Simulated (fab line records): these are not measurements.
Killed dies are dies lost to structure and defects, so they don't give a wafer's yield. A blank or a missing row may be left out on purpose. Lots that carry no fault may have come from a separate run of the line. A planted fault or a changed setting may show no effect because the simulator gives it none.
Which tool did it? | flow n5Finfet | Sampling: 10 lots, 28 wafers, 5 of 1938 route steps

WHAT EACH GAUGE READ, for each wafer
N5_HKMG_FIN_INSPECT_28: inspects for defects (darkfield). Usual: 40 for rawDefectCount, sd 17.
lot  | measured    | on               | rawDefectCount | flag
L403 | day 4 06:04 | defectInspect-01 | 61 41 46       | 
L405 | day 4 18:00 | defectInspect-01 | 26 61 96       | 
L407 | day 5 07:29 | defectInspect-01 | 31 29 39       | 
L408 | day 5 13:35 | defectInspect-02 | 39 39 47       | 
L409 | day 5 20:09 | defectInspect-02 | 46 48 39       | 
L410 | day 6 03:10 | defectInspect-01 | 44 107 63      | 
L413 | day 6 19:59 | defectInspect-01 | 33 21 31       | 
L415 | day 7 08:38 | defectInspect-02 | 57 32 35       | 
L421 | day 8 18:44 | defectInspect-01 | 49 21          | 
L422 | day 9 02:46 | defectInspect-01 | 49 38          | 

N5_BEOL_M4_RC_MEAS_101. Usual: DIBL_N 36.4 mV/V, standard deviation 1.4; DIBL_P 36.3 mV/V, standard deviation 1.8; IOFF_N 0.163 nA/um, standard deviation 0.024; IOFF_P 0.21 nA/um, standard deviation 0.034; ION_N 673 uA/um, standard deviation 11; ION_P 461 uA/um, standard deviation 7.4; SS_N 71.6 mV/dec, standard deviation 0.52; SS_P 73.3 mV/dec, standard deviation 0.58; VT_N 249.4 mV, standard deviation 2.5; VT_P -250 mV, standard deviation 3.5.
lot  | measured     | on        | DIBL_N (mV/V)  | DIBL_P (mV/V)  | IOFF_N (nA/um)    | IOFF_P (nA/um) | ION_N (uA/um) | ION_P (uA/um) | SS_N (mV/dec)  | SS_P (mV/dec)  | VT_N (mV)         | VT_P (mV)      | flag
L403 | day 8 00:08  | prober-02 | 36.6 35.5 36.9 | 36.5 34.1 37.0 | 0.169 0.153 0.187 | 0.20 0.18 0.21 | 686 669 699   | 462 451 465   | 70.9 70.7 71.5 | 72.7 72.3 73.4 | 248.1 248.6 246.2 | -253 -252 -252 | 
L405 | day 8 07:10  | prober-01 | 37.2 37.2 37.5 | 38.0 37.4 38.2 | 0.170 0.169 0.181 | 0.25 0.24 0.24 | 663 668 666   | 456 462 459   | 71.9 71.2 71.9 | 73.8 73.4 73.8 | 245.9 249.0 246.9 | -246 -248 -248 | 
L407 | day 9 00:22  | prober-02 | 34.6 36.9 37.7 | 33.8 36.4 38.1 | 0.118 0.154 0.176 | 0.20 0.25 0.27 | 651 661 682   | 458 462 477   | 70.6 72.2 72.1 | 72.5 72.9 74.1 | 254.1 247.8 249.6 | -248 -247 -243 | 
L408 | day 9 09:47  | prober-01 | 37.5 39.0 37.6 | 38.4 39.6 38.6 | 0.198 0.209 0.190 | 0.24 0.26 0.24 | 678 679 682   | 458 460 469   | 72.5 72.6 71.7 | 74.3 74.2 73.8 | 247.3 246.0 248.4 | -249 -252 -249 | 
L409 | day 9 07:05  | prober-01 | 37.5 35.5 38.3 | 36.9 34.4 37.3 | 0.177 0.136 0.186 | 0.25 0.20 0.27 | 684 668 677   | 470 464 467   | 72.3 71.2 71.6 | 73.5 72.7 73.2 | 250.3 249.4 249.5 | -245 -249 -244 | 
L410 | day 9 17:22  | prober-01 | 34.1 35.7 34.1 | 35.5 37.6 35.9 | 0.139 0.168 0.138 | 0.18 0.22 0.19 | 652 668 656   | 448 455 455   | 71.5 71.9 71.8 | 73.3 73.5 73.8 | 253.9 249.8 253.2 | -253 -252 -254 | 
L413 | day 10 02:36 | prober-02 | 37.4 37.1 35.2 | 37.7 37.6 35.3 | 0.189 0.195 0.146 | 0.24 0.24 0.20 | 675 708 686   | 464 472 470   | 71.9 71.1 71.2 | 73.2 73.7 73.1 | 245.7 246.1 252.9 | -250 -247 -251 | 
L415 | day 10 23:44 | prober-01 | 35.9 38.3 35.1 | 36.1 39.3 35.2 | 0.165 0.228 0.151 | 0.21 0.28 0.20 | 677 700 670   | 465 470 458   | 71.0 71.9 71.2 | 73.2 74.8 73.3 | 247.3 245.2 249.2 | -251 -246 -251 | 
L421 | day 11 22:24 | prober-01 | 35.3 36.8      | 34.4 36.5      | 0.139 0.158       | 0.17 0.19      | 671 669       | 454 453       | 71.2 71.3      | 72.4 73.4      | 253.0 252.7       | -258 -253      | 
L422 | day 12 19:49 | prober-02 | 36.8 36.7      | 36.7 37.1      | 0.150 0.156       | 0.20 0.21      | 665 679       | 459 463       | 71.8 71.8      | 73.5 73.9      | 252.3 251.0       | -251 -253      | 

WHICH TOOL RAN EACH LOT (tool, then ch and the chambers of the sampled wafers, then the start)
lot  | N5_HKMG_FIN_STRIP_88               | N5_HKMG_FIN_ETCH_67              | N5_HKMG_FIN_ALD_21
L403 | plasmaAsher-02 ch 0,1, day 4 03:15 | rieDiel-06 ch 1,2,3, day 4 04:04 | aldMetal-03 ch 0,1, day 4 04:49
L405 | plasmaAsher-02 ch 0,1, day 4 15:11 | rieDiel-06 ch 0,2, day 4 16:01   | aldMetal-01 ch 1,2,3, day 4 16:46
L407 | plasmaAsher-01 ch 0,1, day 5 04:47 | rieDiel-04 ch 2,3, day 5 05:29   | aldMetal-03 ch 0,3, day 5 06:14
L408 | plasmaAsher-01 ch 0,1, day 5 10:46 | rieDiel-06 ch 1,2, day 5 11:36   | aldMetal-01 ch 0,2,3, day 5 12:20
L409 | plasmaAsher-01 ch 0,1, day 5 17:20 | rieDiel-06 ch 1,2,3, day 5 18:10 | aldMetal-01 ch 0,1,3, day 5 18:55
L410 | plasmaAsher-02 ch 0,1, day 6 00:15 | rieDiel-03 ch 1,3, day 6 01:06   | aldMetal-04 ch 0,1, day 6 01:55
L413 | plasmaAsher-02 ch 0,1, day 6 16:44 | rieDiel-06 ch 2,3, day 6 17:47   | aldMetal-03 ch 0,1,3, day 6 18:44
L415 | plasmaAsher-02 ch 0,1, day 7 05:47 | rieDiel-06 ch 1,3, day 7 06:38   | aldMetal-03 ch 1,2, day 7 07:23
L421 | plasmaAsher-02 ch 0,1, day 8 15:47 | rieDiel-06 ch 0,3, day 8 16:37   | aldMetal-01 ch 0,3, day 8 17:29
L422 | plasmaAsher-01 ch 0,1, day 9 00:11 | rieDiel-06 ch 0,1, day 9 00:47   | aldMetal-01 ch 1,2, day 9 01:41
- N5_HKMG_FIN_STRIP_88: strips in N2/H2, time 360 s.
- N5_HKMG_FIN_ETCH_67: etches SOC in N2/H2, stops on TiN, target depth 388.9 nm.
- N5_HKMG_FIN_ALD_21: deposits TiN, target thk 1.5 nm, pulse time 1 s, purge time 3 s.

AS READ BY THE TOOLS THEMSELVES (means over the sampled wafers that have a number; for cases with no such wafer, the mark the record gives instead)
N5_HKMG_FIN_STRIP_88. Usual: drypumpMotorCurrentA 5.8 A, standard deviation 0.62; heaterPowerW 478 W, standard deviation 35.
lot  | tool           | drypumpMotorCurrentA (A) | heaterPowerW (W) | flag
L403 | plasmaAsher-02 | 5.5                      | 482              | 
L405 | plasmaAsher-02 | 5.4                      | 488              | 
L407 | plasmaAsher-01 | 6.3                      | 454              | 
L408 | plasmaAsher-01 | 6.3                      | 456              | 
L409 | plasmaAsher-01 | 6.4                      | 468              | 
L410 | plasmaAsher-02 | 5.2                      | 505              | 
L413 | plasmaAsher-02 | 5.4                      | 484              | 
L415 | plasmaAsher-02 | 5.4                      | 484              | 
L421 | plasmaAsher-02 | 5.3                      | 495              | 
L422 | plasmaAsher-01 | 6.3                      | 456              | 

N5_HKMG_FIN_ETCH_67. Usual: drypumpMotorCurrentA 5.6 A, standard deviation 0.44; oesProductAu 0.79 a.u., standard deviation 0.08; rfVppV 240.9 V, standard deviation 1.2; showerheadPlenumPTorr 2.56 Torr, standard deviation 0.082; throttleValvePct 17.8 %, standard deviation 0.31.
lot  | tool       | drypumpMotorCurrentA (A) | oesProductAu (a.u.) | rfVppV (V) | showerheadPlenumPTorr (Torr) | throttleValvePct (%) | flag
L403 | rieDiel-06 | 5.6                      | 0.79                | 240.7      | 2.53                         | 18.0                 | 
L405 | rieDiel-06 | 5.1                      | 0.81                | 240.0      | 2.50                         | 17.8                 | 
L407 | rieDiel-04 | 5.6                      | 0.93                | 241.3      | 2.60                         | 17.2                 | 
L408 | rieDiel-06 | 5.1                      | 0.82                | 239.8      | 2.47                         | 18.0                 | 
L409 | rieDiel-06 | 5.6                      | 0.77                | 240.3      | 2.52                         | 18.1                 | 
L410 | rieDiel-03 | 5.6                      | 0.69                | 240.7      | 2.55                         | 18.0                 | 
L413 | rieDiel-06 | 5.5                      | 0.79                | 241.2      | 2.52                         | 18.0                 | 
L415 | rieDiel-06 | 5.7                      | 0.75                | 240.3      | 2.52                         | 18.1                 | 
L421 | rieDiel-06 | 6.0                      | 0.71                | 242.4      | 2.58                         | 17.9                 | 
L422 | rieDiel-06 | 5.4                      | 0.73                | 239.5      | 2.49                         | 17.9                 | 

N5_HKMG_FIN_ALD_21. Usual: heaterPowerW 837 W, standard deviation 130; precursorPulseHeightRel 1.002, standard deviation 0.018.
lot  | tool        | heaterPowerW (W) | precursorPulseHeightRel | flag
L403 | aldMetal-03 | 848              | 0.981                   | 
L405 | aldMetal-01 | 819              | 0.990                   | 
L407 | aldMetal-03 | 796              | 1.011                   | 
L408 | aldMetal-01 | 814              | 0.996                   | 
L409 | aldMetal-01 | 777              | 0.997                   | 
L410 | aldMetal-04 | 934              | 1.003                   | 
L413 | aldMetal-03 | 812              | 1.012                   | 
L415 | aldMetal-03 | 942              | 1.002                   | 
L421 | aldMetal-01 | 806              | 1.002                   | 
L422 | aldMetal-01 | 750              | 0.997                   | 

THE ANSWER, worked out from the rows above alone
Rule: lot off if the mean of its wafers having a number is beyond 3 standard deviations from the usual mean. Also off: a lot with no number at a reading for which 4 or more lots have one. Where the step has rows for the other lots, those lots are counted as sound. First the gauges in route order, then the tools' own readings, where a lot's mean is used as printed above. The first step at which some lot is off is used, and at that step the reading that is off furthest; a lot without a number counts as furthest.
No lot is off on any of the readings shown, so nothing can be concluded from this.

WHAT HAD BEEN PUT IN BY THE SIMULATOR
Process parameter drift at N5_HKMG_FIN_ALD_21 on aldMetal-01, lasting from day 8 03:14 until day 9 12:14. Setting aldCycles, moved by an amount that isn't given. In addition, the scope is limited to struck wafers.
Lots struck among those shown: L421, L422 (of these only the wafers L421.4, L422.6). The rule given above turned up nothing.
